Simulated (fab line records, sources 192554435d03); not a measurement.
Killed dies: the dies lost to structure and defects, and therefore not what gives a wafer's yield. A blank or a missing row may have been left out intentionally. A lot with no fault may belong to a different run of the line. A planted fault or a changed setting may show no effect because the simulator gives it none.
Struck lot and sound lot, side by side ; flow n5-finfet ; 38 out of 1938 route steps
Sound: wafers L286.1, L286.2, L286.6. Struck: wafer L294.2. (L294.4, L294.6 of the same lot were not struck and are left out.) The cause comes at the end.
Order at every step that has rows: each side's tool, ch and its chambers, its first start. Under that, the readings that differ: sound wafers ; struck wafers ; difference of the means ; sigmas: that difference in standard deviations of wafers without a fault.
alike: words and numbers the same on both sides, and readings whose means are apart by under 2 such deviations; not compared: readings that were withheld, readings missing a value for some wafer, numbers with overlapping values and no deviation given by the record, and bounds like >300 which may hide the same value.
Wherever a step has rows on one side only, a row that says differs or no value, or a row with sigmas, the two part there. Numbers that have no deviation but don't overlap get no sigmas and don't part them. A reading missing from all wafers of one side parts the sides only when that side holds two or more wafers.

first, 9 steps without rows for these wafers: N5_BEOL_M4_ANNEAL_95 (time 240 s); N5_BEOL_M4_SPUTTER_96 (material Cu, target thk 4.5 nm, time 8.29 s); N5_BEOL_M4_ECD_50 (material Cu, target thk 300 nm); N5_BEOL_M4_ANNEAL_51 (time 90 s); N5_BEOL_M4_CMP_52 (polishes, stops on SiOC, t overpolish 6.8 s, target thk 40 nm); N5_BEOL_M4_PRE_CLEAN_60 (time 15 s); N5_BEOL_M4_CO_CAP_55 (material Co, precursor CCTBA/H2, target thk 2 nm, time 102.1 s); N5_BEOL_M4_PRE_CLEAN_56 (time 15 s); N5_BEOL_M4_DEP_57 (deposits SiCN from 3MS/NH3, target thk 8 nm, time 14 s).
N5_BEOL_M4_RC_MEAS_101:
  sound on prober-02 ch 0, day 10 21:08; struck on prober-01 ch 0, day 12 23:31
reading;sound;struck;difference;sigmas
IOFF_P (nA/um);0.19 0.20 0.20;0.31;+0.11;+3
ION_P (uA/um);453 461 456;478;+21;+3
VT_P (mV);-252 -252 -253;-241;+11;+3
  alike: DIBL_N, DIBL_P, IOFF_N, ION_N, SS_N, SS_P, VT_N
then, 24 steps without rows for these wafers: N5_BEOL_M5_ILD_DEP_00 (deposits SiCOH lowk from DEMS/porogen, target thk 140.64 nm, time 25.9 s); N5_BEOL_M5_CURE_79 (cures SiCOH lowk, time 240 s); N5_BEOL_M5_PECVD_70 (deposits SiO2 from TEOS/O2, target thk 16 nm, time 18 s); N5_BEOL_M5_HM_DEP_02 (deposits TiN, target thk 20 nm); N5_BEOL_M5_COAT_59 (time 60 s, resist thk 60 nm); N5_BEOL_M5_COAT_60 (time 60 s, resist thk 12 nm); N5_BEOL_M5_COAT_71 (time 60 s, resist thk 5 nm); N5_BEOL_M5_COAT_05 (resist thk 30 nm); N5_BEOL_M5_EBR_07; N5_BEOL_M5_SOFTBAKE_06 (time 60 s); N5_BEOL_M5_EXPOSE_08 (exposes mask M5, target cd 28 nm); N5_BEOL_M5_PEB_09 (peb time 60 s); N5_BEOL_M5_DEVELOP_10 (develop time 30 s); N5_BEOL_M5_DESCUM_16 (chemistry O2, time 7 s); N5_BEOL_M5_ETCH_72 (etches underlayer in N2/H2, target depth 6.5 nm, time 5.2 s); N5_BEOL_M5_ETCH_61 (etches SiARC in CF4, target depth 15.6 nm, time 26 s); N5_BEOL_M5_ETCH_62 (etches SOC in N2/H2, target depth 75 nm, overetch 15 nm, time 112.5 s); N5_BEOL_M5_STRIP_63 (strips in N2/H2); N5_BEOL_M5_STRIP_73 (strips in N2/H2); N5_BEOL_M5_STRIP_64 (strips in CF4); N5_BEOL_M5_HM_OPEN_17 (chemistry Cl2/BCl3, target TiN, target depth 20 nm, overetch 6 nm); N5_BEOL_M5_STRIP_19 (strips in O2); N5_BEOL_M5_COAT_65 (time 60 s, resist thk 60 nm); N5_BEOL_M5_COAT_66 (time 60 s, resist thk 12 nm).
N5_BEOL_M6_ILD_DEP_00: deposits SiCOH lowk from DEMS/porogen, target thk 179.75 nm, time 33.4 s.
  sound on pecvd-02 ch 0,2, day 11 14:50; struck on pecvd-02 ch 0, day 13 14:40
reading;sound;struck;difference;sigmas
model.SiCOH_lowk_of_BEOL_M6_ILD_DEP_00.thk-nm (nm);180.6 179.8 182;75.2;-105.6;
  alike: heater-power-w, showerhead-plenum-p-Torr, throttle-valve-pct
N5_BEOL_M6_THK_MEAS_01:
  sound on film-metro-02 at day 11 15:25; struck on film-metro-01 at day 13 15:15
reading;sound;struck;difference;sigmas
M6_ILD_THK (nm);155.8 154.9 156.8;64.5;-91.3;-48
N5_BEOL_M6_CMP_52: polishes, stops on SiCOH lowk, t overpolish 6.9 s, target thk 80 nm.
  sound on cmp-01 ch 0,1,3, day 11 22:10; struck on cmp-02 ch 2, day 13 22:28
reading;sound;struck;difference;sigmas
model.SiCOH_lowk_of_BEOL_M6_ILD_DEP_00.thk-nm (nm);152.8 152 154;61.6;-91.3;
  alike: motor-current-A
-- record jumps: 3 days separate the struck wafers' starts on either side; left off in module BEOL_M6, taken up again in module PASSIVATION, whose first shown step is the route's number 1936 --
N5_PASSIVATION_PROBE_49:
  sound on prober-01 at day 15 10:01; struck on prober-01 at day 17 07:55
reading;sound;struck;difference;sigmas
defect-limited-yield (%);90.5 90.8 92.5;0.2;-91.1;-65
killed_at_M4_up;12 12 10;1095;+1084;+99 or more
killed-dies;112 109 89;1178;+1075;+63
killed-on-rim;15 8 10;152;+141;+34
sort-n-pass;1068 1071 1091;2;-1075;-63
sort-yield-pct (%);90.5 90.8 92.5;0.2;-91.1;-65
  alike: killed_at_M0_to_M3, killed-at-contacts, killed-at-front-end, killed-at-other, killed-open, killed-short, sort_bin_5_function, sort_bin_6_memory

== WHERE THEY PART ==
Earliest at N5_BEOL_M4_RC_MEAS_101; latest, in this record, at N5_PASSIVATION_PROBE_49.

WHY: what had been put in by the simulator
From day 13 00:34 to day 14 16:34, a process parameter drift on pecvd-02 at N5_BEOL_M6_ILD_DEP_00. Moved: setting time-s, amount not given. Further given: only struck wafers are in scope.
